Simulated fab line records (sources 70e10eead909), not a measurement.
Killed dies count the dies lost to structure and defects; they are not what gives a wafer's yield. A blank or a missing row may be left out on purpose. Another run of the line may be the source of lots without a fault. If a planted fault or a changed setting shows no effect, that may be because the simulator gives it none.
Problem report, 8D (eight disciplines) form, completed by code    flow nand_harc    the parts of the form that need people (team, actions taken, sign-off) are left out

1. WHAT WENT WRONG
Wafers without a fault read 188.46 W, standard deviation 0.16; heater_power_total_W at NHARC_A_SGD_CUT_SOFTBAKE_04 reads a mean of 192.23 W on 8 wafers belonging to 3 lots. Relative to the usual mean, that is a shift of +24 standard deviations.
The step: time 55 s.
The first sign was on wafer L430.1 at day 15 09:00, on litho_track-01. The record holds 35 wafers of 12 lots with a number at this step. The rule behind "out" and "out of limits": a value lying over 4 standard deviations away from the usual mean. All remaining wafers that have a number are taken as sound.

2. WHAT IT IS AND WHAT IT IS NOT
question                     is                                  is not
which readings at this step  heater_power_total_W, plate_temp_C  -
which lots                   L430, L431, L433                    L423, L425, L435, L436, L439, L440, L441, L442, L446
which wafers of those lots   all that have a number              -
read on which tools          litho_track-01                      litho_track-04, litho_track-06
when                         from day 15 09:00                   up to then (6 sound wafers); but 21 sound wafers of L435, L436, L439, L440, L441, L442, L446 came after

3. THE SUSPECTS, EACH WITH WHAT RULES IT OUT
Counting: any tool at a process step up to the reading is kept as a suspect provided that every lot that is out went through it and no sound lot did after the first of them.
- litho_track-01 at NHARC_A_SGD_CUT_SOFTBAKE_04 (time 55 s): kept. It ran every lot that is out, first L430 (day 15 09:00), and no sound lot after that. On those wafers its own readings are out: heater_power_total_W, plate_temp_C.
After counting, what remains is litho_track-01 at NHARC_A_SGD_CUT_SOFTBAKE_04.

4. THE CAUSE (what the simulator had put in)
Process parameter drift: litho_track-01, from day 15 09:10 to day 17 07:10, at NHARC_A_SGD_CUT_SOFTBAKE_04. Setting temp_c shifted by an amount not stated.
Counting left only this tool.

5. THE CHAIN OF EFFECTS, in route order
Rows list readings where the struck wafers' mean (over those with a number) sits beyond 3 standard deviations from the usual. Only readings for which the record gives a usual standard deviation are gone through. hours: the time from each lot's start at the first step in this table that gives one to its start at this step, as a median over the lots. sigmas: the change in usual standard deviations.
hours  step                         reading               usual     on struck wafers  change  sigmas
0      NHARC_A_SGD_CUT_SOFTBAKE_04  heater_power_total_W  188.46 W  192.23            +3.77   +24
0      NHARC_A_SGD_CUT_SOFTBAKE_04  plate_temp_C          105.00 C  106.66            +1.66   +14
Here are the process steps it includes:
- NHARC_A_SGD_CUT_SOFTBAKE_04: time 55 s.

6. HOW IT WOULD HAVE BEEN CAUGHT EARLIER
In this record the first reading out of limits was taken at day 15 09:00.
